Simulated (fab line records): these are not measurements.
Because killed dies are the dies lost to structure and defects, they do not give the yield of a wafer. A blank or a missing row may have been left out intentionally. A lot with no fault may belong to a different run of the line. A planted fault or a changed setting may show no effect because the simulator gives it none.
The tool behind it: which one? || flow n5-finfet || 36 wafers from 12 lots sampled at 5 of the route's 1938 steps

## WHAT THE GAUGES SHOWED, per wafer
N5_BEOL_M4_THK_MEAS_01.
{"lot": "L074", "measured": "day 7 09:42", "on": "film-metro-01", "M4_ILD_THK (nm)": "77.0 78.3 79.1"}
{"lot": "L077", "measured": "day 8 07:44", "on": "film-metro-01", "M4_ILD_THK (nm)": "77.0 77.4 77.6"}
{"lot": "L079", "measured": "day 8 15:05", "on": "film-metro-01", "M4_ILD_THK (nm)": "78.5 78.5 77.5"}
{"lot": "L081", "measured": "day 9 08:55", "on": "film-metro-01", "M4_ILD_THK (nm)": "76.0 76.3 77.3"}
{"lot": "L082", "measured": "day 9 13:02", "on": "film-metro-02", "M4_ILD_THK (nm)": "78.1 80.3 79.3"}
{"lot": "L086", "measured": "day 10 05:39", "on": "film-metro-01", "M4_ILD_THK (nm)": "77.2 77.6 79.4"}
{"lot": "L085", "measured": "day 10 16:31", "on": "film-metro-01", "M4_ILD_THK (nm)": "77.4 80.0 80.7"}
{"lot": "L089", "measured": "day 11 06:06", "on": "film-metro-01", "M4_ILD_THK (nm)": "79.8 79.6 80.7"}
{"lot": "L091", "measured": "day 11 16:22", "on": "film-metro-01", "M4_ILD_THK (nm)": "79.6 79.2 79.8"}
{"lot": "L092", "measured": "day 12 18:30", "on": "film-metro-02", "M4_ILD_THK (nm)": "77.5 76.6 77.6"}
{"lot": "L095", "measured": "day 13 02:30", "on": "film-metro-02", "M4_ILD_THK (nm)": "78.8 80.3 79.9"}
{"lot": "L097", "measured": "day 13 21:47", "on": "film-metro-02", "M4_ILD_THK (nm)": "79.3 78.8 79.6"}

## TOOL THAT RAN EACH LOT (tool first, then ch and the chambers of the sampled wafers, then the start)
{"lot": "L074", "N5_BEOL_M3_VIA_ETCH_34": "rie-diel-02 ch 0,3, day 7 03:35", "N5_BEOL_M3_DEGAS_44": "pvd-sputter-02, day 7 04:16", "N5_BEOL_M3_SPUTTER_48": "pvd-sputter-01, day 7 06:29", "N5_BEOL_M3_ANNEAL_87": "pvd-sputter-01, day 7 07:14"}
{"lot": "L077", "N5_BEOL_M3_VIA_ETCH_34": "rie-diel-01 ch 0,1,2, day 8 02:18", "N5_BEOL_M3_DEGAS_44": "pvd-sputter-01, day 8 02:57", "N5_BEOL_M3_SPUTTER_48": "pvd-sputter-02, day 8 04:25", "N5_BEOL_M3_ANNEAL_87": "pvd-sputter-02, day 8 05:10"}
{"lot": "L079", "N5_BEOL_M3_VIA_ETCH_34": "rie-diel-01 ch 1,2,3, day 8 10:47", "N5_BEOL_M3_DEGAS_44": "pvd-sputter-02, day 8 11:34", "N5_BEOL_M3_SPUTTER_48": "pvd-sputter-02, day 8 12:08", "N5_BEOL_M3_ANNEAL_87": "pvd-sputter-02, day 8 12:53"}
{"lot": "L081", "N5_BEOL_M3_VIA_ETCH_34": "rie-diel-01 ch 0,2,3, day 9 03:46", "N5_BEOL_M3_DEGAS_44": "pvd-sputter-03, day 9 04:37", "N5_BEOL_M3_SPUTTER_48": "pvd-sputter-03, day 9 05:22", "N5_BEOL_M3_ANNEAL_87": "pvd-sputter-03, day 9 06:06"}
{"lot": "L082", "N5_BEOL_M3_VIA_ETCH_34": "rie-diel-01 ch 0,1,3, day 9 06:49", "N5_BEOL_M3_DEGAS_44": "pvd-sputter-03, day 9 07:24", "N5_BEOL_M3_SPUTTER_48": "pvd-sputter-01, day 9 10:04", "N5_BEOL_M3_ANNEAL_87": "pvd-sputter-01, day 9 10:49"}
{"lot": "L086", "N5_BEOL_M3_VIA_ETCH_34": "rie-diel-01 ch 0,1,3, day 10 00:36", "N5_BEOL_M3_DEGAS_44": "pvd-sputter-02, day 10 01:20", "N5_BEOL_M3_SPUTTER_48": "pvd-sputter-01, day 10 02:43", "N5_BEOL_M3_ANNEAL_87": "pvd-sputter-01, day 10 03:27"}
{"lot": "L085", "N5_BEOL_M3_VIA_ETCH_34": "rie-diel-03 ch 1,2, day 10 11:54", "N5_BEOL_M3_DEGAS_44": "pvd-sputter-03, day 10 12:47", "N5_BEOL_M3_SPUTTER_48": "pvd-sputter-01, day 10 13:34", "N5_BEOL_M3_ANNEAL_87": "pvd-sputter-01, day 10 14:19"}
{"lot": "L089", "N5_BEOL_M3_VIA_ETCH_34": "rie-diel-01 ch 0,1, day 11 00:56", "N5_BEOL_M3_DEGAS_44": "pvd-sputter-03, day 11 02:03", "N5_BEOL_M3_SPUTTER_48": "pvd-sputter-02, day 11 02:53", "N5_BEOL_M3_ANNEAL_87": "pvd-sputter-02, day 11 03:38"}
{"lot": "L091", "N5_BEOL_M3_VIA_ETCH_34": "rie-diel-01 ch 0,3, day 11 11:53", "N5_BEOL_M3_DEGAS_44": "pvd-sputter-03, day 11 12:31", "N5_BEOL_M3_SPUTTER_48": "pvd-sputter-01, day 11 13:22", "N5_BEOL_M3_ANNEAL_87": "pvd-sputter-01, day 11 14:07"}
{"lot": "L092", "N5_BEOL_M3_VIA_ETCH_34": "rie-diel-03 ch 2,3, day 12 13:43", "N5_BEOL_M3_DEGAS_44": "pvd-sputter-03, day 12 14:19", "N5_BEOL_M3_SPUTTER_48": "pvd-sputter-02, day 12 15:34", "N5_BEOL_M3_ANNEAL_87": "pvd-sputter-02, day 12 16:18"}
{"lot": "L095", "N5_BEOL_M3_VIA_ETCH_34": "rie-diel-03 ch 1,2,3, day 12 20:56", "N5_BEOL_M3_DEGAS_44": "pvd-sputter-01, day 12 21:45", "N5_BEOL_M3_SPUTTER_48": "pvd-sputter-03, day 12 23:32", "N5_BEOL_M3_ANNEAL_87": "pvd-sputter-03, day 13 00:16"}
{"lot": "L097", "N5_BEOL_M3_VIA_ETCH_34": "rie-diel-01 ch 1,2, day 13 16:50", "N5_BEOL_M3_DEGAS_44": "pvd-sputter-03, day 13 18:07", "N5_BEOL_M3_SPUTTER_48": "pvd-sputter-03, day 13 18:51", "N5_BEOL_M3_ANNEAL_87": "pvd-sputter-03, day 13 19:35"}
- N5_BEOL_M3_VIA_ETCH_34: etches the open film in C4F6/O2, target depth 69.4 nm, time 65.9 s.
- N5_BEOL_M3_DEGAS_44: time 60 s.
- N5_BEOL_M3_SPUTTER_48: material Cu, target thk 4.5 nm, time 8.29 s.
- N5_BEOL_M3_ANNEAL_87: time 240 s.

## THE ANSWER, worked out from the rows above alone
Rule: usual is defined by the lots themselves. Put in order of their means at a reading, lots are off if they are a third of the lots or fewer, leave a main group of 4 or more, and stand apart from it by a gap of 3 or more times the standard deviation of the main group's means; of several such gaps the widest counts. The tables above print the reading to a certain number of digits; a main group whose means all agree to those digits is not used. Also off: a lot with no number at a reading for which 4 or more lots have one. The other lots that the step has rows for count as sound.
No lot is off on any of the readings shown, so nothing can be concluded from this.

## WHAT THE SIMULATOR HAD INSERTED
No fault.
